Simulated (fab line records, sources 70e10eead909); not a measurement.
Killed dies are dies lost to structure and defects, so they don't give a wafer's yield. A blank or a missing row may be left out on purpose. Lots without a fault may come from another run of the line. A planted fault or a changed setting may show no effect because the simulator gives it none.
Which tool did it? | flow nand_harc | 14 lots, 41 wafers sampled, at 6 steps of a route of 1159

WHAT THE GAUGES READ, wafer by wafer
NHARC_A_ONON_D1_THK_MEAS_18: measures by ellipsometry. Usual: thk_nm 1003 nm, standard deviation 9.1.
lot  | measured     | on            | thk_nm (nm)    | flag
L117 | day 8 06:42  | film_metro-01 | 992 991 992    |
L119 | day 8 14:55  | film_metro-01 | 998 996 997    |
L118 | day 8 14:55  | film_metro-02 | 985 984 984    |
L121 | day 9 00:26  | film_metro-02 | 1014 1013 1012 |
L120 | day 9 00:26  | film_metro-01 | 1004 1004 1005 |
L123 | day 9 00:24  | film_metro-01 | 1010 1011 1010 |
L122 | day 9 04:49  | film_metro-02 | 1009 1011 1009 |
L126 | day 9 23:56  | film_metro-02 | 992 993 992    |
L125 | day 10 05:40 | film_metro-01 | 991 990 989    |
L127 | day 10 18:32 | film_metro-02 | 998 998 998    |
L128 | day 11 05:07 | film_metro-02 | 998 1001 1000  |
L132 | day 11 21:41 | film_metro-02 | 1002 1002 555  | OFF
L133 | day 12 01:07 | film_metro-02 | 1005 558       | OFF
L137 | day 12 22:26 | film_metro-02 | 1008 1007 561  | OFF

NHARC_A_ONON_D1_INSPECT_32. Usual: raw_defect_count 74, standard deviation 27.
lot  | measured     | on                | raw_defect_count | flag
L117 | day 8 09:30  | defect_inspect-01 | 59 53 40         |
L119 | day 8 17:55  | defect_inspect-02 | 27 56 40         |
L118 | day 8 17:46  | defect_inspect-01 | 61 107 79        |
L121 | day 9 03:20  | defect_inspect-01 | 52 80 50         |
L120 | day 9 03:17  | defect_inspect-02 | 73 78 76         |
L123 | day 9 03:13  | defect_inspect-01 | 107 127 152      |
L122 | day 9 07:40  | defect_inspect-01 | 47 47 52         |
L126 | day 10 02:44 | defect_inspect-01 | 83 80 101        |
L125 | day 10 08:34 | defect_inspect-02 | 76 87 55         |
L127 | day 10 21:22 | defect_inspect-02 | 99 56 92         |
L128 | day 11 07:58 | defect_inspect-01 | 52 57 40         |
L132 | day 12 00:31 | defect_inspect-02 | 95 51 102        |
L133 | day 12 03:58 | defect_inspect-02 | 59 54            |
L137 | day 13 01:14 | defect_inspect-01 | 79 52 128        |

NHARC_END_SORT_01. Usual: killed_at_array 24, standard deviation 7.4; killed_at_other 0.5, standard deviation 0.81; killed_at_periphery 3.4, standard deviation 2.3; killed_dies 28, standard deviation 8; killed_open 3.4, standard deviation 1.8; killed_short 2.0, standard deviation 1.4.
lot  | measured     | on        | killed_at_array | killed_at_other | killed_at_periphery | killed_dies | killed_open | killed_short | flag
L128 | day 22 20:52 | prober-02 | 15 16 20        | 1 0 0           | 0 1 1               | 16 17 21    | 3 2 0       | 1 2 2        |
L132 | day 23 18:50 | prober-01 | 16 34 674       | 0 0 0           | 3 1 3               | 19 35 677   | 2 2 5       | 2 2 3        | OFF
L133 | day 23 10:20 | prober-02 | 26 670          | 0 1             | 5 6                 | 31 677      | 5 4         | 1 3          | OFF
L137 | day 24 09:38 | prober-01 | 22 19 674       | 0 1 0           | 4 3 3               | 26 23 677   | 4 7 2       | 0 1 2        | OFF

WHICH TOOL RAN EACH LOT (tool, then ch and the chambers of the sampled wafers, then the start)
lot  | NHARC_A_ZERO_WELL_RTA_16         | NHARC_A_ONON_D1_DEP_16           | NHARC_A_CHANNEL_HOLE_D1_DEP_00
L117 | rtp_anneal-01 ch 0, day 6 17:40  | pecvd_onon-03 ch 0, day 8 06:16  | acl_dep-01 ch 0, day 8 11:43
L119 | rtp_anneal-02 ch 0, day 7 06:22  | pecvd_onon-02 ch 0, day 8 14:28  | acl_dep-03 ch 0, day 8 18:50
L118 | rtp_anneal-02 ch 0, day 7 06:47  | pecvd_onon-03 ch 0, day 8 14:31  | acl_dep-01 ch 0, day 8 18:28
L121 | rtp_anneal-02 ch 0, day 7 13:58  | pecvd_onon-02 ch 0, day 9 00:01  | acl_dep-01 ch 0, day 9 04:25
L120 | rtp_anneal-02 ch 0, day 7 18:43  | pecvd_onon-04 ch 0, day 9 00:02  | acl_dep-02 ch 0, day 9 04:05
L123 | rtp_anneal-02 ch 0, day 7 19:34  | pecvd_onon-03 ch 0, day 8 23:54  | acl_dep-03 ch 0, day 9 03:17
L122 | rtp_anneal-01 ch 0, day 7 20:16  | pecvd_onon-03 ch 0, day 9 04:21  | acl_dep-02 ch 0, day 9 08:03
L126 | rtp_anneal-01 ch 0, day 8 17:03  | pecvd_onon-02 ch 0, day 9 23:29  | acl_dep-03 ch 0, day 10 03:52
L125 | rtp_anneal-01 ch 0, day 8 22:10  | pecvd_onon-03 ch 0, day 10 05:13 | acl_dep-02 ch 0, day 10 08:56
L127 | rtp_anneal-02 ch 0, day 9 07:32  | pecvd_onon-02 ch 0, day 10 18:02 | acl_dep-01 ch 0, day 10 23:26
L128 | rtp_anneal-01 ch 0, day 9 21:05  | pecvd_onon-02 ch 0, day 11 04:36 | acl_dep-01 ch 0, day 11 09:04
L132 | rtp_anneal-01 ch 0, day 10 12:25 | pecvd_onon-02 ch 0, day 11 21:13 | acl_dep-03 ch 0, day 12 01:22
L133 | rtp_anneal-02 ch 0, day 10 19:08 | pecvd_onon-02 ch 0, day 12 00:36 | acl_dep-01 ch 0, day 12 04:41
L137 | rtp_anneal-02 ch 0, day 11 13:54 | pecvd_onon-02 ch 0, day 12 21:55 | acl_dep-02 ch 0, day 13 01:18
- NHARC_A_ZERO_WELL_RTA_16: time 10 s.
- NHARC_A_ONON_D1_DEP_16: target thk 1000 nm.
- NHARC_A_CHANNEL_HOLE_D1_DEP_00: deposits aC, target thk 3100 nm.

WHAT THE TOOLS THEMSELVES READ (means of the sampled wafers that have a number; where no wafer has one, the mark that the record gives instead)
NHARC_A_ZERO_WELL_RTA_16. Usual: anneal_temp_c_max 1005.2, standard deviation 1.3; lamp_power_pct 32.4 %, standard deviation 1.4; wafer_temp_C_max 1005.0, standard deviation 2.4.
lot  | tool          | anneal_temp_c_max | lamp_power_pct (%) | wafer_temp_C_max | flag
L117 | rtp_anneal-01 | 1007.6            | 34.2               | 1007.6           |
L119 | rtp_anneal-02 | 1004.2            | 31.3               | 1002.8           |
L118 | rtp_anneal-02 | 1004.1            | 31.3               | 1003.9           |
L121 | rtp_anneal-02 | 1004.2            | 31.3               | 1003.1           |
L120 | rtp_anneal-02 | 1004.0            | 31.3               | 1004.4           |
L123 | rtp_anneal-02 | 1004.4            | 31.3               | 1003.6           |
L122 | rtp_anneal-01 | 1007.3            | 34.2               | 1008.2           |
L126 | rtp_anneal-01 | 1005.4            | 34.2               | 1009.6           |
L125 | rtp_anneal-01 | 1006.3            | 34.2               | 1008.2           |
L127 | rtp_anneal-02 | 1004.7            | 31.3               | 1003.2           |
L128 | rtp_anneal-01 | 1006.1            | 34.2               | 1006.8           |
L132 | rtp_anneal-01 | 1006.7            | 34.2               | 1008.4           |
L133 | rtp_anneal-02 | 1005.2            | 31.3               | 1003.2           |
L137 | rtp_anneal-02 | 1004.4            | 31.3               | 1003.2           |

NHARC_A_CHANNEL_HOLE_D1_DEP_00. Usual: throttle_valve_pct 35.001 %, standard deviation 0.009.
lot  | tool       | throttle_valve_pct (%) | flag
L117 | acl_dep-01 | 34.995                 |
L119 | acl_dep-03 | 35.005                 |
L118 | acl_dep-01 | 34.996                 |
L121 | acl_dep-01 | 35.000                 |
L120 | acl_dep-02 | 35.002                 |
L123 | acl_dep-03 | 35.001                 |
L122 | acl_dep-02 | 34.997                 |
L126 | acl_dep-03 | 35.000                 |
L125 | acl_dep-02 | 35.007                 |
L127 | acl_dep-01 | 35.007                 |
L128 | acl_dep-01 | 35.002                 |
L132 | acl_dep-03 | 34.995                 |
L133 | acl_dep-01 | 35.012                 |
L137 | acl_dep-02 | 35.008                 |

THE ANSWER, worked out from the rows above alone
Rule: a lot is off if the mean of its wafers that have a number lies more than 3 standard deviations from the usual mean. A lot without any number at a reading at which 4 lots or more have one is off too. The other lots that the step has rows for count as sound. The gauges are gone through in route order, then the tools' own readings, and for those a lot's mean is taken as printed above. The first step at which some lot is off is used, and at that step the reading that is off furthest; a lot without a number counts as furthest.
Off: L132, L133, L137, at NHARC_A_ONON_D1_THK_MEAS_18 (thk_nm).
A tool fits if, at a process step before that reading, it ran every lot that is off, and no sound lot after the first of them. The gauges at NHARC_A_ONON_D1_THK_MEAS_18 aren't tried: what is off there is off at NHARC_END_SORT_01 too, on other tools, and a gauge's error can't cause that. One fits: pecvd_onon-02 at NHARC_A_ONON_D1_DEP_16. Its last sound lot is L128 (day 11 04:36), its first lot that is off L132 (day 11 21:13): a fault that began between those two fits.

WHAT THE SIMULATOR HAD PUT IN
Process parameter drift: pecvd_onon-02, from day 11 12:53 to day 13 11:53, at NHARC_A_ONON_D1_DEP_16. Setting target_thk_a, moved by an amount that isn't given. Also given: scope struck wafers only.
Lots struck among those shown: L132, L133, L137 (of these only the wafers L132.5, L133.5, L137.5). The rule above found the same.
